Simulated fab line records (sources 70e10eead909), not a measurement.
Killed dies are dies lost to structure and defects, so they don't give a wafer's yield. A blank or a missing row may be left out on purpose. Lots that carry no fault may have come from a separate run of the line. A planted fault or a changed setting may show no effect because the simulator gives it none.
fab line records	flow nand-harc	part 1 of 2: steps 1 to 19 of 26
[record] lots = 5	wafers = 15	last-day = 32
route steps=1302 shown A_CHANNEL_HOLE_D1@456
lots untouched by any fault: they come from a run of this same line in which no faults occurred
start-h: hours from the record's first day to the start of the lot's first wafer shown	wait-h: time in hours since the lot's previous step	" unchanged from the row above	L1.1+2: a single row standing in for several wafers	- either no value or no given start	* or withheld: withheld	< > ~ a bound
route shown NAME@n: names a module that has steps shown in the file, with the first one's number in the route	usual: mean/standard deviation taken from wafers without a fault	same: alike in all rows	chamber/n: place in a boat	sites: each site's reading	_std_site: how widely they spread, as a standard deviation	_edge_site: outer sites' mean less inner sites'	radius-mm: for every site, how far away it sits from the centre of the wafer	mask NAME#n: copy n	behind: the last tool/chamber to shape the wafer	hold: cause of the lot's hold/its duration in hours/its outcome	device: the n, p or np transistor that did not switch	end of line: the route-end tests of the same wafers	step lacking rows: just its recipe	killed: not the wafer's yield, but the dies lost to structure and defects at the first sort	map: the dies of a wafer, with x for killed, . for not killed, _ for no die there
set.NAME: the setting as run; set.NAME@STEP: as run at that earlier step	model.NAME: the simulator's own value behind a step, which no gauge read
lots at some steps of the route; a table a step, a row a wafer
services: from which hour (start-h, from the record's first day; less than 0 if before it) a tool's chamber was out of use, for how many hours, and why
[[steps]]
[step NHARC_A_CHANNEL_HOLE_D1_COAT_04]
[recipe] spin-rpm = 1500	resist-thk-nm = 90
lot.wafer	tool	chamber	start-h	wait-h
L077.2+5+6	litho-track-06	0	-	-
L078.3+4+6	litho-track-04	0	-	-
L079.3+4+6	litho-track-04	0	-	-
L090.1+5+6	litho-track-01	0	-	-
L094.3+4+5	litho-track-06	0	-	-
[step NHARC_A_CHANNEL_HOLE_D1_SOFTBAKE_05]
[recipe] temp-c = 105	time-s = 55
lot.wafer	tool	chamber	start-h	wait-h
L077.2+5+6	litho-track-06	0	-	-
L078.3+4+6	litho-track-04	0	-	-
L079.3+4+6	litho-track-04	0	-	-
L090.1+5+6	litho-track-01	0	-	-
L094.3+4+5	litho-track-06	0	-	-
[step NHARC_A_CHANNEL_HOLE_D1_EBR_06]
lot.wafer	tool	chamber	start-h	wait-h
L077.2+5+6	litho-track-06	0	-	-
L078.3+4+6	litho-track-04	0	-	-
L079.3+4+6	litho-track-04	0	-	-
L090.1+5+6	litho-track-01	0	-	-
L094.3+4+5	litho-track-06	0	-	-
[step NHARC_A_CHANNEL_HOLE_D1_EXPOSE_07]
[recipe] na = 1.35	target-cd-nm = 100	sigma-outer = 0.3	dose-mj = 59.65	mask-id = HOLE_D1
lot.wafer	tool	chamber	start-h	wait-h	mask
L077.2+5+6	arfi-scanner-03	0	202.71	-	HOLE_D1#0
L078.3+4+6	arfi-scanner-02	0	221.16	-	HOLE_D1#0
L079.3+4+6	arfi-scanner-03	0	228.13	-	HOLE_D1#0
L090.1+5+6	arfi-scanner-02	0	348.50	-	HOLE_D1#0
L094.3+4+5	arfi-scanner-01	0	385.04	-	HOLE_D1#0
[step NHARC_A_CHANNEL_HOLE_D1_PEB_08]
[recipe] peb-temp-c = 100	peb-time-s = 65
lot.wafer	tool	chamber	start-h	wait-h
L077.2+5+6	litho-track-06	0	202.76	0.1
L078.3+4+6	litho-track-06	0	221.21	0.0
L079.3+4+6	litho-track-01	0	228.18	0.0
L090.1+5+6	litho-track-04	0	348.56	0.1
L094.3+4+5	litho-track-04	0	385.09	0.0
[step NHARC_A_CHANNEL_HOLE_D1_DEVELOP_09]
[recipe] develop-time-s = 35	dev-temp-c = 23
lot.wafer	tool	chamber	start-h	wait-h
L077.2+5+6	litho-track-06	0	-	-
L078.3+4+6	litho-track-06	0	-	-
L079.3+4+6	litho-track-01	0	-	-
L090.1+5+6	litho-track-04	0	-	-
L094.3+4+5	litho-track-04	0	-	-
[step NHARC_A_CHANNEL_HOLE_D1_CD_MEAS_10]
[recipe] target-cd-nm = 100	landing-energy-ev = 500
[usual] cd-nm = 100.0/0.54
lot.wafer	tool	chamber	start-h	wait-h	cd-nm
L077.2	cd-sem-01	0	202.85	-	101.1
L077.5	"	0	"	"	100.6
L077.6	"	0	"	"	100.6
L078.3	cd-sem-02	0	221.30	-	99.2
L078.4	"	0	"	"	99.9
L078.6	"	0	"	"	100.3
L079.3	cd-sem-03	0	228.27	-	100.2
L079.4	"	0	"	"	99.8
L079.6	"	0	"	"	100.4
L090.1	cd-sem-02	0	348.64	-	100.5
L090.5	"	0	"	"	100.1
L090.6	"	0	"	"	100.4
L094.3	cd-sem-02	0	385.18	-	99.3
L094.4	"	0	"	"	98.5
L094.5	"	0	"	"	98.6
[step NHARC_A_CHANNEL_HOLE_D1_OVL_MEAS_11]
[usual] overlay-x-nm = 0.0/0.8	overlay-y-nm = -0.1/0.96
lot.wafer	tool	chamber	start-h	wait-h	overlay-x-nm	overlay-y-nm
L077.2	overlay-01	-	202.93	-	1.1	-0.2
L077.5	"	-	"	"	1.2	-0.6
L077.6	"	-	"	"	1.2	-0.4
L078.3	overlay-02	-	221.38	-	-0.7	1.7
L078.4	"	-	"	"	-1.2	1.8
L078.6	"	-	"	"	-1.0	1.6
L079.3	overlay-01	-	228.35	-	-0.3	-0.1
L079.4	"	-	"	"	0.0	-0.9
L079.6	"	-	"	"	-0.1	-1.3
L090.1	overlay-02	-	348.73	-	1.2	-0.8
L090.5	"	-	"	"	0.2	-1.0
L090.6	"	-	"	"	0.4	-0.3
L094.3	overlay-01	-	385.26	-	-0.6	0.7
L094.4	"	-	"	"	-0.5	0.2
L094.5	"	-	"	"	-0.5	0.7
[step NHARC_A_CHANNEL_HOLE_D1_INSPECT_12]
[usual] raw-defect-count = 6/3.4
lot.wafer	tool	chamber	start-h	wait-h	raw-defect-count
L077.2	defect-inspect-01	-	202.97	0.0	7
L077.5	"	-	"	"	5
L077.6	"	-	"	"	6
L078.3	defect-inspect-02	-	221.42	0.0	8
L078.4	"	-	"	"	2
L078.6	"	-	"	"	4
L079.3	defect-inspect-01	-	228.39	0.0	2
L079.4	"	-	"	"	6
L079.6	"	-	"	"	5
L090.1	defect-inspect-02	-	348.76	0.0	4
L090.5	"	-	"	"	3
L090.6	"	-	"	"	11
L094.3	defect-inspect-02	-	385.30	0.0	8
L094.4	"	-	"	"	7
L094.5	"	-	"	"	6
[step NHARC_A_CHANNEL_HOLE_D1_DESCUM_15]
[recipe] time-s = 3	o2-flow-sccm = 200	ar-flow-sccm = 0	bias-power-w = 0	chemistry = O2
[usual] drypump-motor-current-A = 5.7/0.5	oes-product-au = 1.000/0.013	rf-vpp-V = 57.9/0.88	showerhead-plenum-p-Torr = 1.94/0.071	throttle-valve-pct = 11.311/0.009
lot.wafer	tool	chamber	start-h	wait-h	drypump-motor-current-A	oes-product-au	rf-hours-counter-h	rf-vpp-V	showerhead-plenum-p-Torr	throttle-valve-pct
L077.2	rie-diel-07	2	203.05	0.1	5.9	1.018	28	57.7	1.88	11.313
L077.5	"	0	"	"	5.8	1.006	-	58.2	1.87	11.320
L077.6	"	1	"	"	6.6	1.007	-	57.2	2.01	11.309
L078.3	rie-diel-09	0	221.49	0.1	5.6	0.997	3	58.7	1.99	11.316
L078.6	"	2	"	"	5.8	0.993	-	59.1	2.02	11.312
L078.4	"	1	"	"	6.3	1.020	-	58.5	2.00	11.306
L079.4	rie-diel-09	1	228.45	0.1	6.3	1.010	4	58.8	2.00	11.291
L079.3	"	3	"	"	4.8	0.984	7	58.4	1.90	11.300
L079.6	"	1	"	"	6.3	1.030	-	57.5	2.00	11.310
L090.1	rie-diel-07	2	348.85	0.1	5.9	1.026	12	58.5	1.86	11.304
L090.5	"	3	"	"	5.6	0.998	-	57.2	1.77	11.308
L090.6	"	0	"	"	5.8	0.985	-	56.2	1.86	11.320
L094.3	rie-diel-07	0	385.35	0.1	5.8	0.988	20	58.3	1.86	11.303
L094.4	"	2	"	"	5.9	1.003	24	57.0	1.86	11.306
L094.5	"	1	"	"	6.6	0.997	-	60.0	2.00	11.310
[step NHARC_A_CHANNEL_HOLE_D1_ETCH_38]
[recipe] target-depth-a = 390	over-etch-frac = 0.3	time-s = 65	ion-energy-ev = 80	cf4-flow-sccm = 150	ar-flow-sccm = 0	rf-w = 300	bias-w = 100	chemistry = CF4
[usual] drypump-motor-current-A = 5.7/0.51	oes-product-au = 0.997/0.013	rf-vpp-V = 151.6/1.1	showerhead-plenum-p-Torr = 1.79/0.062	throttle-valve-pct = 13.284/0.0079
lot.wafer	tool	chamber	start-h	wait-h	drypump-motor-current-A	oes-product-au	rf-hours-counter-h	rf-vpp-V	showerhead-plenum-p-Torr	throttle-valve-pct
L077.2	rie-diel-07	3	203.14	0.1	5.6	1.006	26	150.3	1.66	13.276
L077.5	"	0	"	"	5.8	1.001	-	150.7	1.73	13.285
L077.6	"	1	"	"	6.6	1.005	-	153.3	1.85	13.294
L078.3	rie-diel-09	0	221.58	0.1	5.6	1.008	3	152.9	1.83	13.282
L078.6	"	0	"	"	5.6	1.009	-	152.6	1.83	13.282
L078.4	"	2	"	"	5.7	0.992	-	151.2	1.86	13.284
L079.4	rie-diel-09	0	228.54	0.1	5.6	1.014	4	151.6	1.83	13.285
L079.3	"	1	"	"	6.3	1.020	4	152.5	1.85	13.294
L079.6	"	3	"	"	4.9	0.983	-	151.0	1.76	13.290
L090.1	rie-diel-07	3	348.92	0.1	5.7	1.005	12	148.3	1.65	13.292
L090.5	"	3	"	"	5.7	1.009	-	150.0	1.65	13.307
L090.6	"	2	"	"	5.9	1.024	-	150.0	1.73	13.295
L094.3	rie-diel-07	1	385.44	0.1	6.6	1.001	14	151.4	1.84	13.291
L094.4	"	3	"	"	5.7	0.991	23	149.1	1.65	13.263
L094.5	"	1	"	"	6.6	0.992	-	152.0	1.84	13.292
[step NHARC_A_CHANNEL_HOLE_D1_ETCH_39]
[recipe] target-depth-a = 2600	over-etch-frac = 0.3	time-s = 325	ion-energy-ev = 200	n2-flow-sccm = 150	h2-flow-sccm = 150	ar-flow-sccm = 0	rf-w = 400	bias-w = 150	chemistry = N2/H2
[usual] drypump-motor-current-A = 5.6/0.51	oes-product-au = 0.997/0.011	rf-vpp-V = 431.2/2.4	showerhead-plenum-p-Torr = 2.06/0.08	throttle-valve-pct = 14.173/0.0085
lot.wafer	tool	chamber	start-h	wait-h	drypump-motor-current-A	oes-product-au	rf-hours-counter-h	rf-vpp-V	showerhead-plenum-p-Torr	throttle-valve-pct
L077.2	rie-diel-07	3	-	-	5.7	1.005	27	425.6	1.90	14.183
L077.5	"	1	"	"	6.6	1.004	-	433.8	2.15	14.172
L077.6	"	2	"	"	5.9	1.007	-	428.4	2.00	14.166
L078.3	rie-diel-09	1	-	-	6.4	1.015	3	432.9	2.14	14.188
L078.4	"	0	"	"	5.6	1.009	-	432.0	2.12	14.171
L078.6	"	1	"	"	6.3	1.017	-	432.8	2.14	14.177
L079.4	rie-diel-09	3	-	-	4.9	0.972	7	430.6	2.03	14.184
L079.3	"	1	"	"	6.3	1.013	4	431.5	2.14	14.161
L079.6	"	3	"	"	4.8	0.980	-	430.6	2.03	14.184
L090.1	rie-diel-07	3	-	-	5.6	0.998	12	427.2	1.89	14.162
L090.5	"	0	"	"	5.8	0.990	-	429.4	1.98	14.175
L090.6	"	3	"	"	5.7	0.999	-	427.5	1.89	14.170
L094.3	rie-diel-07	0	-	-	5.8	0.998	20	429.2	1.98	14.178
L094.4	"	1	"	"	6.5	1.004	14	432.3	2.13	14.176
L094.5	"	0	"	"	5.8	0.996	-	428.1	1.98	14.183
[step NHARC_A_CHANNEL_HOLE_D1_ETCH_34]
[recipe] target-depth-a = 1540	time-s = 77	cf4-flow-sccm = 100	chf3-flow-sccm = 30	ar-flow-sccm = 0	rf-w = 500	bias-w = 200	chemistry = CF4/CHF3
[usual] drypump-motor-current-A = 5.6/0.51	oes-product-au = 0.944/0.024	rf-vpp-V = 371.1/2	showerhead-plenum-p-Torr = 1.59/0.057	throttle-valve-pct = 16.802/0.0097
lot.wafer	tool	chamber	start-h	wait-h	drypump-motor-current-A	oes-product-au	rf-hours-counter-h	rf-vpp-V	showerhead-plenum-p-Torr	throttle-valve-pct
L077.2	rie-diel-07	2	-	-	5.9	0.980	28	370.1	1.55	16.809
L077.5	"	1	"	"	6.6	0.952	-	372.8	1.65	16.817
L077.6	"	2	"	"	5.9	0.980	-	370.0	1.55	16.816
L078.3	rie-diel-09	0	-	-	5.6	0.922	4	372.6	1.63	16.797
L078.4	"	2	"	"	5.7	0.904	-	373.2	1.66	16.809
L078.6	"	0	"	"	5.7	0.915	-	373.5	1.63	16.786
L079.4	rie-diel-09	2	-	-	5.7	0.925	8	373.1	1.65	16.792
L079.3	"	0	"	"	5.6	0.931	4	371.9	1.63	16.809
L079.6	"	2	"	"	5.7	0.932	-	374.0	1.66	16.800
L090.1	rie-diel-07	2	-	-	5.9	0.969	13	369.3	1.54	16.794
L090.5	"	0	"	"	5.8	0.963	-	370.6	1.53	16.817
L090.6	"	2	"	"	5.9	0.986	-	370.4	1.54	16.787
L094.4	rie-diel-07	2	-	-	5.9	0.990	24	369.9	1.53	16.805
L094.3	"	0	"	"	5.7	0.956	20	367.8	1.53	16.789
L094.5	"	3	"	"	5.6	0.978	-	367.0	1.46	16.802
[step NHARC_A_CHANNEL_HOLE_D1_ETCH_16]
[recipe] target-depth-a = 31000	over-etch-frac = 0.3	time-s = 806	ion-energy-ev = 150	o2-flow-sccm = 400	cos-flow-sccm = 20	ar-flow-sccm = 0	rf-w = 500	bias-w = 300	chemistry = O2/COS
[usual] drypump-motor-current-A = 5.6/0.5	oes-product-au = 0.996/0.012	rf-vpp-V = 314.7/1.8	showerhead-plenum-p-Torr = 3.15/0.11	throttle-valve-pct = 28.329/0.009
lot.wafer	tool	chamber	start-h	wait-h	drypump-motor-current-A	oes-product-au	rf-hours-counter-h	rf-vpp-V	showerhead-plenum-p-Torr	throttle-valve-pct
L077.2	rie-diel-07	1	-	-	6.6	1.012	23	315.8	3.27	28.324
L077.5	"	2	"	"	5.9	1.010	-	314.3	3.07	28.326
L077.6	"	3	"	"	5.7	0.999	-	309.6	2.93	28.335
L078.3	rie-diel-09	2	-	-	5.7	0.991	7	316.8	3.28	28.336
L078.6	"	2	"	"	5.8	0.995	-	316.4	3.28	28.320
L078.4	"	0	"	"	5.7	1.003	-	316.1	3.23	28.320
L079.4	rie-diel-09	2	-	-	5.8	0.988	8	316.7	3.28	28.346
L079.3	"	3	"	"	4.9	0.981	7	313.7	3.11	28.321
L079.6	"	2	"	"	5.8	1.003	-	315.7	3.28	28.331
L090.1	rie-diel-07	2	-	-	5.9	1.013	13	314.4	3.05	28.343
L090.5	"	3	"	"	5.7	1.002	-	310.3	2.91	28.324
L090.6	"	0	"	"	5.7	0.995	-	313.9	3.04	28.325
L094.3	rie-diel-07	1	-	-	6.6	1.008	14	315.1	3.25	28.325
L094.4	"	3	"	"	5.7	0.999	24	310.4	2.90	28.310
L094.5	"	1	"	"	6.6	1.007	-	315.7	3.25	28.336
[step NHARC_A_CHANNEL_HOLE_D1_CD_MEAS_18]
[usual] cd-nm = 99.8/2.7
lot.wafer	tool	chamber	start-h	wait-h	cd-nm
L077.2	cd-sem-02	-	204.15	-	99.8
L077.5	"	-	"	"	99.7
L077.6	"	-	"	"	100.2
L078.3	cd-sem-02	-	222.80	-	105.7
L078.4	"	-	"	"	101.8
L078.6	"	-	"	"	107.2
L079.3	cd-sem-01	-	229.56	-	102.7
L079.4	"	-	"	"	102.1
L079.6	"	-	"	"	103.0
L090.1	cd-sem-01	-	350.30	-	95.1
L090.5	"	-	"	"	99.7
L090.6	"	-	"	"	101.2
L094.3	cd-sem-01	-	386.46	-	98.9
L094.4	"	-	"	"	95.3
L094.5	"	-	"	"	96.7
[step NHARC_A_CHANNEL_HOLE_D1_ETCH_19]
[recipe] bias-v = 1200	source-w = 2500	pressure-mtorr = 15	time-s = 34.5	ar-flow-sccm = 375	c4f8-flow-sccm = 28.8	o2-flow-sccm = 96.2	temp-c = -20	target-depth-a = *	chemistry = C4F8/O2/Ar
[usual] drypump-motor-current-A = 5.37/0.29	showerhead-plenum-p-Torr = 3.69/0.11	temp-c = -20.00/0.11	throttle-valve-pct = 37.038/0.0096
lot.wafer	tool	chamber	start-h	wait-h	drypump-motor-current-A	rf-hours-counter-h	showerhead-plenum-p-Torr	temp-c	throttle-valve-pct
L077.2	har-etch-02	1	206.26	2.1	5.71	305	3.69	-20.10	37.029
L077.5	"	0	"	"	4.98	-	3.81	-20.06	37.033
L077.6	"	1	"	"	5.72	-	3.69	-20.02	37.035
L078.4	har-etch-02	0	222.90	0.1	4.99	-	3.80	-19.93	37.048
L078.3	"	1	"	"	5.72	-	3.68	-19.87	37.044
L078.6	"	1	"	"	5.73	-	3.68	-19.85	37.038
L079.3	har-etch-02	0	231.26	1.7	4.99	-	3.80	-19.97	37.035
L079.4	"	1	"	"	5.73	-	3.68	-19.96	37.049
L079.6	"	1	"	"	5.74	-	3.68	-20.13	37.028
L090.1	har-etch-02	0	350.72	0.4	4.95	386	3.76	-20.04	37.039
L090.5	"	0	"	"	4.96	-	3.76	-19.98	37.022
L090.6	"	1	"	"	5.71	-	3.64	-19.89	37.020
L094.3	har-etch-01	0	388.27	1.8	5.36	-	3.50	-20.01	37.047
L094.4	"	1	"	"	5.47	-	3.71	-20.00	37.053
L094.5	"	0	"	"	5.33	-	3.50	-19.95	37.037
[step NHARC_A_CHANNEL_HOLE_D1_ETCH_20]
[recipe] bias-v = 3000	source-w = withheld	pressure-mtorr = 20	time-s = 361.9	ar-flow-sccm = 375	c4f8-flow-sccm = 89.3	o2-flow-sccm = 35.7	temp-c = -20	target-depth-a = 16000	chemistry = C4F8/O2/Ar
[usual] drypump-motor-current-A = 5.37/0.29	showerhead-plenum-p-Torr = 3.65/0.1	temp-c = -20.00/0.1	throttle-valve-pct = 32.156/0.0088
lot.wafer	tool	chamber	start-h	wait-h	drypump-motor-current-A	rf-hours-counter-h	showerhead-plenum-p-Torr	temp-c	throttle-valve-pct
L077.2	har-etch-02	1	206.40	0.1	5.72	306	3.65	-19.91	32.153
L077.5	"	0	"	"	4.96	-	3.76	-20.17	32.167
L077.6	"	1	"	"	5.73	-	3.65	-20.04	32.152
L078.4	har-etch-02	0	223.08	0.2	4.95	-	3.76	-20.18	32.173
L078.3	"	1	"	"	5.73	-	3.64	-19.92	32.167
L078.6	"	1	"	"	5.74	-	3.64	-20.03	32.155
L079.3	har-etch-02	0	231.44	0.2	4.95	-	3.75	-19.79	32.161
L079.4	"	1	"	"	5.73	-	3.64	-20.04	32.156
L079.6	"	1	"	"	5.72	-	3.64	-20.07	32.155
L090.1	har-etch-02	0	350.83	0.1	4.99	386	3.72	-19.97	32.159
L090.5	"	0	"	"	4.96	-	3.72	-20.07	32.163
L090.6	"	1	"	"	5.72	-	3.61	-20.02	32.163
L094.3	har-etch-01	0	388.45	0.2	5.34	-	3.47	-20.01	32.166
L094.4	"	1	"	"	5.48	-	3.67	-19.95	32.160
L094.5	"	0	"	"	5.31	-	3.47	-20.07	32.160
[step NHARC_A_CHANNEL_HOLE_D1_ETCH_21]
[recipe] bias-v = 3000	source-w = withheld	pressure-mtorr = 20	time-s = 514.3	ar-flow-sccm = 375	c4f8-flow-sccm = 89.3	o2-flow-sccm = 35.7	temp-c = -20	target-depth-a = 16000	chemistry = C4F8/O2/Ar
[usual] drypump-motor-current-A = 5.37/0.29	showerhead-plenum-p-Torr = 3.65/0.1	temp-c = -19.98/0.1	throttle-valve-pct = 32.153/0.0084
lot.wafer	tool	chamber	start-h	wait-h	drypump-motor-current-A	rf-hours-counter-h	showerhead-plenum-p-Torr	temp-c	throttle-valve-pct
L077.2	har-etch-02	1	206.74	0.3	5.75	306	3.65	-20.08	32.141
L077.5	"	0	"	"	4.95	-	3.76	-19.88	32.150
L077.6	"	1	"	"	5.72	-	3.65	-20.09	32.160
L078.4	har-etch-02	0	223.43	0.3	4.96	-	3.76	-19.90	32.159
L078.3	"	1	"	"	5.74	-	3.64	-20.04	32.159
L078.6	"	1	"	"	5.74	-	3.64	-20.02	32.149
L079.3	har-etch-02	0	231.79	0.3	4.96	-	3.75	-19.96	32.152
L079.4	"	1	"	"	5.74	-	3.64	-19.94	32.159
L079.6	"	1	"	"	5.75	-	3.64	-20.03	32.150
L090.1	har-etch-02	0	351.14	0.3	4.94	386	3.72	-19.86	32.160
L090.5	"	0	"	"	4.94	-	3.72	-19.92	32.146
L090.6	"	1	"	"	5.73	-	3.60	-20.10	32.154
L094.3	har-etch-01	0	388.81	0.3	5.33	-	3.47	-19.99	32.153
L094.4	"	1	"	"	5.50	-	3.67	-20.01	32.139
L094.5	"	0	"	"	5.34	-	3.47	-19.91	32.148
[step NHARC_A_CHANNEL_HOLE_D1_ETCH_22]
[recipe] bias-v = 3000	source-w = withheld	pressure-mtorr = 20	time-s = 666.7	ar-flow-sccm = 375	c4f8-flow-sccm = 89.3	o2-flow-sccm = 35.7	temp-c = -20	target-depth-a = 16000	chemistry = C4F8/O2/Ar
[usual] drypump-motor-current-A = 5.37/0.29	showerhead-plenum-p-Torr = 3.65/0.1	temp-c = -19.97/0.12	throttle-valve-pct = 32.154/0.0085
lot.wafer	tool	chamber	start-h	wait-h	drypump-motor-current-A	rf-hours-counter-h	showerhead-plenum-p-Torr	temp-c	throttle-valve-pct
L077.2	har-etch-02	1	207.20	0.4	5.72	306	3.65	-20.06	32.143
L077.5	"	0	"	"	4.97	-	3.76	-20.03	32.157
L077.6	"	1	"	"	5.73	-	3.65	-20.13	32.161
L078.4	har-etch-02	0	223.92	0.4	4.98	-	3.76	-19.88	32.163
L078.3	"	1	"	"	5.73	-	3.64	-19.81	32.154
L078.6	"	1	"	"	5.72	-	3.64	-19.98	32.168
L079.3	har-etch-02	0	232.28	0.4	4.96	-	3.75	-19.91	32.159
L079.4	"	1	"	"	5.73	-	3.64	-20.03	32.163
L079.6	"	1	"	"	5.74	-	3.64	-20.09	32.149
L090.1	har-etch-02	0	351.58	0.4	4.96	387	3.72	-20.03	32.151
L090.5	"	0	"	"	4.99	-	3.72	-19.94	32.154
L090.6	"	1	"	"	5.73	-	3.60	-19.74	32.147
L094.3	har-etch-01	0	389.29	0.4	5.32	-	3.47	-19.87	32.168
L094.4	"	1	"	"	5.46	-	3.67	-19.90	32.151
L094.5	"	0	"	"	5.34	-	3.47	-19.88	32.152
